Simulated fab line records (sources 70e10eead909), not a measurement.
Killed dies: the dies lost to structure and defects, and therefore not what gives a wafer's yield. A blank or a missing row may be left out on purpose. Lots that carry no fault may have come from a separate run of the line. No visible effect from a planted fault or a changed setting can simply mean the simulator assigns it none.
Comparing a struck lot with a sound one / flow nand harc / 18 steps out of a route of 1302
Sound: wafers L787.1, L787.3, L787.6. The struck wafers were L785.1, L785.2, L785.4. The cause is named last.
Per side, at each step with rows, come the tool, then ch with its chambers, and then its first start. Under that, the readings that differ: sound wafers / struck wafers / difference of the means / sigmas: that difference in standard deviations of wafers without a fault.
alike: readings whose means differ by less than 2 such deviations, and words and numbers that are the same on both sides. not compared: withheld readings, readings that some wafer has no value for, bounds like >300 that may hide the same value, and numbers for which the record gives no deviation and whose values overlap.
The two part at a step that has a row with sigmas, a row that says differs or no value, or rows on one side only. When numbers do not overlap yet have no deviation, they are printed without sigmas and do not part them. A reading that every wafer of one side lacks parts them only if that side has two wafers or more.

first, 1 step without rows for these wafers: NHARC_P_ZERO_WELL_HARDBAKE_12 (time 65 s).
NHARC_P_ZERO_WELL_DESCUM_13: chemistry O2, time 3 s.
  sound on rie diel-03 ch 1,2,3, day 7 17:17; struck on rie diel-02 ch 0,2,3, day 6 21:28
  alike: drypump motor current A, oes product au, rf vpp V, showerhead plenum p Torr, throttle valve pct
  not compared: rf hours counter h
NHARC_P_ZERO_WELL_ETCH_65: etches the open film in N2/H2, target depth 80 nm, overetch 24 nm, time 87.88 s.
  sound on rie diel-03 ch 2,3, day 7 17:22; struck on rie diel-02 ch 1,2,3, day 6 21:33
reading=drypump motor current A (A); sound=6.2 6.7 6.7; struck=5.8 5.5 5.8; difference=-0.8; sigmas=-2
reading=oes product au (a.u.); sound=1.014 0.995 1.000; struck=0.977 0.982 0.984; difference=-0.022; sigmas=-2
  alike: bias w, h2 flow sccm, rf vpp V, showerhead plenum p Torr, throttle valve pct
  not compared: rf hours counter h
NHARC_P_ZERO_WELL_ETCH_62: etches the open film in CHF3/Ar, target depth 13 nm, time 6.5 s.
  sound: rie diel-03 ch 0,1,3; struck: rie diel-02 ch 0,1,2
  alike: bias w, drypump motor current A, oes product au, rf vpp V, showerhead plenum p Torr, throttle valve pct
  not compared: rf hours counter h
NHARC_P_ZERO_WELL_ETCH_63: etches the open film in HBr/Cl2, target depth 120 nm, time 40.1 s.
  sound on rie si-03 ch 0,1, day 7 17:32; struck on rie si-02 ch 0,2,3, day 6 21:43
  alike: bias w, drypump motor current A, he backside leak sccm, oes product au, throttle valve pct
  not compared: rf hours counter h
then, 7 steps without rows for these wafers: NHARC_P_ZERO_WELL_STRIP_15 (strips in SPM, time 900 s); NHARC_P_ZERO_WELL_DEHYDRATE_16 (time 120 s); NHARC_P_ZERO_WELL_HMDS_17 (time 30 s); NHARC_P_ZERO_WELL_COAT_18; NHARC_P_ZERO_WELL_SOFTBAKE_19 (time 95 s); NHARC_P_ZERO_WELL_EBR_20; NHARC_P_ZERO_WELL_EXPOSE_21 (exposes mask P NWELL, target cd 720 nm).
NHARC_P_ZERO_WELL_PEB_22: peb time 85 s.
  sound on litho track-07 ch 0, day 7 18:22; struck on litho track-02 ch 0, day 6 22:34
reading=heater power total W (W); sound=163.66 164.01 164.16; struck=155.75 155.81 155.74; difference=-8.18; sigmas=-30
reading=plate temp C (C); sound=118.00 117.92 117.94; struck=113.89 113.74 113.75; difference=-4.16; sigmas=-32
  alike: chill plate temp C
then, 1 step without rows for these wafers: NHARC_P_ZERO_WELL_DEVELOP_23 (time 70 s).
NHARC_P_ZERO_WELL_CD_MEAS_24: the cd target is 720 nm.
  sound on cd sem-01 ch 0, day 7 18:28; struck on cd sem-01 ch 0, day 6 22:39
reading=cd nm (nm); sound=721.9 718.2 717.8; struck=713.1 708.4 710.5; difference=-8.6; sigmas=-5
then, 1 step without rows for these wafers: NHARC_P_ZERO_WELL_HARDBAKE_25 (time 80 s).
NHARC_P_ZERO_WELL_DESCUM_26: chemistry O2, time 3 s.
  sound on rie diel-03 ch 1,2, day 7 18:37; struck on rie diel-11 ch 0,1,3, day 6 22:49
reading=model.P_ZERO_WELL.cd nm (nm); sound=721.7 719.1 718.1; struck=712.8 708 711.2; difference=-9.0; sigmas=
  alike: drypump motor current A, oes product au, rf vpp V, showerhead plenum p Torr, throttle valve pct
  not compared: rf hours counter h
after that, 1 step had no rows for these wafers: NHARC_P_ZERO_WELL_IMPLANT_27.

## WHERE THEY PART
Earliest at NHARC_P_ZERO_WELL_ETCH_65; latest, in this record, at NHARC_P_ZERO_WELL_CD_MEAS_24. Later steps at which nothing parts them and some readings are alike: NHARC_P_ZERO_WELL_DESCUM_26.

WHY: what the simulator had put in
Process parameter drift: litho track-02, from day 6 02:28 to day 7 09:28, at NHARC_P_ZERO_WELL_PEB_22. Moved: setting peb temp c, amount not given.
